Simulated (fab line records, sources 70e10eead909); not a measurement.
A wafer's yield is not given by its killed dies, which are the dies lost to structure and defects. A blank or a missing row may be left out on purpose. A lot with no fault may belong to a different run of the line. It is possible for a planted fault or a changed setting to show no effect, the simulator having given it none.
Struck lot and sound lot, side by side / flow nand harc / 15 steps out of a route of 1302
Sound: wafers L446.2, L446.5, L446.6. Struck: wafer L447.4 (left out: L447.1, L447.3 of the same lot, which were not struck); the cause appears at the end.
Order at every step that has rows: each side's tool, ch and its chambers, its first start. Under that, the readings that differ: sound wafers / struck wafers / difference of the means / sigmas: that difference in standard deviations of wafers without a fault.
alike: words and numbers the same on both sides, and readings whose means are apart by under 2 such deviations; not compared: readings that were withheld, readings missing a value for some wafer, numbers with overlapping values and no deviation given by the record, and bounds like >300 which may hide the same value.
Wherever a step has rows on one side only, a row that says differs or no value, or a row with sigmas, the two part there. Non-overlapping numbers with no deviation appear without sigmas and do not part them. Lack of a reading on every wafer of one side parts them only where that side has two or more wafers.

first, 7 steps without rows for these wafers: NHARC_A_M1_COAT_34 (time 65 s); NHARC_A_M1_COAT_03 (resist thk 90 nm); NHARC_A_M1_SOFTBAKE_04 (time 55 s); NHARC_A_M1_EBR_05; NHARC_A_M1_EXPOSE_06 (exposes mask A M1, target cd 120 nm); NHARC_A_M1_PEB_07 (peb time 65 s); NHARC_A_M1_DEVELOP_08 (develop time 35 s).
NHARC_A_M1_CD_MEAS_09: the cd target is 120 nm.
  sound on cd sem-03 ch 0, day 29 02:47; struck on cd sem-03 ch 0, day 30 13:11
  alike: cd nm
NHARC_A_M1_OVL_MEAS_10: pitch 240 nm.
  struck on overlay-02, day 30 13:16; sound on overlay-01, day 29 02:52
reading=overlay x nm (nm); sound=2.4 1.9 2.4; struck=0.0; difference=-2.2; sigmas=-3
  alike: overlay y nm
NHARC_A_M1_INSPECT_11:
  struck on defect inspect-02, day 30 13:19; sound on defect inspect-01, day 29 02:55
reading=raw defect count; sound=31 16 27; struck=135; difference=+110; sigmas=+4
NHARC_A_M1_DESCUM_14: chemistry O2, time 3 s.
  sound on rie diel-10 ch 0,3, day 29 02:59; struck on rie diel-01 ch 0, day 30 13:22
  alike: drypump motor current A, oes product au, rf vpp V, showerhead plenum p Torr, throttle valve pct
  not compared: rf hours counter h
NHARC_A_M1_ETCH_35: etches the open film in N2/H2, target depth 40 nm, overetch 12 nm, time 43.94 s.
  sound on rie diel-10 ch 1,2, day 29 03:04; struck on rie diel-01 ch 0, day 30 13:28
  alike: drypump motor current A, oes product au, rf vpp V, run length s, showerhead plenum p Torr, throttle valve pct
  not compared: rf hours counter h
NHARC_A_M1_ETCH_15: etches the open film in C4F8/Ar, target depth 182.5 nm, time 91.2 s.
  sound on rie diel-10 ch 0,1,3, day 29 03:10; struck on rie diel-01 ch 0, day 30 13:32
reading=run length s (s); sound=111.8 112.7 113.0; struck=105.9; difference=-6.6; sigmas=-13
  alike: oes product au, rf vpp V
  not compared: rf hours counter h
NHARC_A_M1_CD_MEAS_16:
  struck on cd sem-01, day 30 13:40; sound on cd sem-03, day 29 03:17
  alike: cd nm
NHARC_END_SORT_01:
  sound on prober-02 ch 0, day 30 14:25; struck on prober-01 ch 0, day 32 05:19
reading=defect limited yield (%); sound=95.3 96.2 95.9; struck=85.2; difference=-10.6; sigmas=-4
reading=killed at array; sound=28 19 23; struck=96; difference=+73; sigmas=+4
reading=killed dies; sound=32 26 28; struck=100; difference=+71; sigmas=+4
  alike: killed at other, killed at periphery, killed open, killed short

== WHERE THEY PART ==
Earliest at NHARC_A_M1_OVL_MEAS_10; latest, in this record, at NHARC_END_SORT_01.

WHY: the cause the simulator had injected
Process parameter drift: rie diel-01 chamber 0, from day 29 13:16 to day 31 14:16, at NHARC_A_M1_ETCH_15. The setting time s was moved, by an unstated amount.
